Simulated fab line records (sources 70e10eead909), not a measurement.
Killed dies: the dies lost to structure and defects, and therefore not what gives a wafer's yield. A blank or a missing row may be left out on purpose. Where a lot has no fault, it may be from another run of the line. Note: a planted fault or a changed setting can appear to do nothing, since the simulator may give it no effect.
Chamber matching :: flow nandHarc :: 3 sister chambers for NHARC_A_STAIRCASE_DEP_417 on pecvd-04
The step deposits Si3N4, target thk 60 nm. 3 wafers are shown with their chamber, then 8 later ones without.

== WAFERS WITH THEIR CHAMBER ==
wafer: L092.1
chamber: 1
heaterPowerW (W): 752

wafer: L092.3
chamber: 2
heaterPowerW (W): 684

wafer: L091.2
chamber: 0
heaterPowerW (W): 659

== WAFERS WITH NO CHAMBER GIVEN ==
wafer: L091.3
heaterPowerW (W): 760

wafer: L091.6
heaterPowerW (W): 784

wafer: L094.1
heaterPowerW (W): 670

wafer: L094.2
heaterPowerW (W): 713

wafer: L094.5
heaterPowerW (W): 730

wafer: L095.2
heaterPowerW (W): 730

wafer: L095.3
heaterPowerW (W): 713

wafer: L095.5
heaterPowerW (W): 728

== THE CHAMBER EACH PASSED THROUGH ==
wafer: L091.3
from the rows above: 1
in truth: 1

wafer: L091.6
from the rows above: 1
in truth: 1

wafer: L094.1
from the rows above: can't be placed: 0 or 2
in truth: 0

wafer: L094.2
from the rows above: can't be placed: 2 or 1 or 0
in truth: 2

wafer: L094.5
from the rows above: can't be placed: 1 or 2
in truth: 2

wafer: L095.2
from the rows above: can't be placed: 1 or 2
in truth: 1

wafer: L095.3
from the rows above: can't be placed: 2 or 1 or 0
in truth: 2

wafer: L095.5
from the rows above: can't be placed: 1 or 2 or 0
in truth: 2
Correct placement for 2 of the 8. Can't be placed from these rows: 6 (the true chamber is among the candidates in 6). 0 placed wrongly.
How it was worked out, from the rows above alone: a wafer's distance from a chamber is the root of the sum, over the readings, of the square of ((its reading less the chamber's mean) divided by the reading's scatter). If the next closest chamber is less than 2 further off than the closest, the wafer can't be placed; otherwise it belongs to the closest. For every chamber, the mean is computed from those of its wafers that are shown. The scatter: root of mean squared gap, hidden wafer to nearest shown wafer, with one shown wafer a chamber.
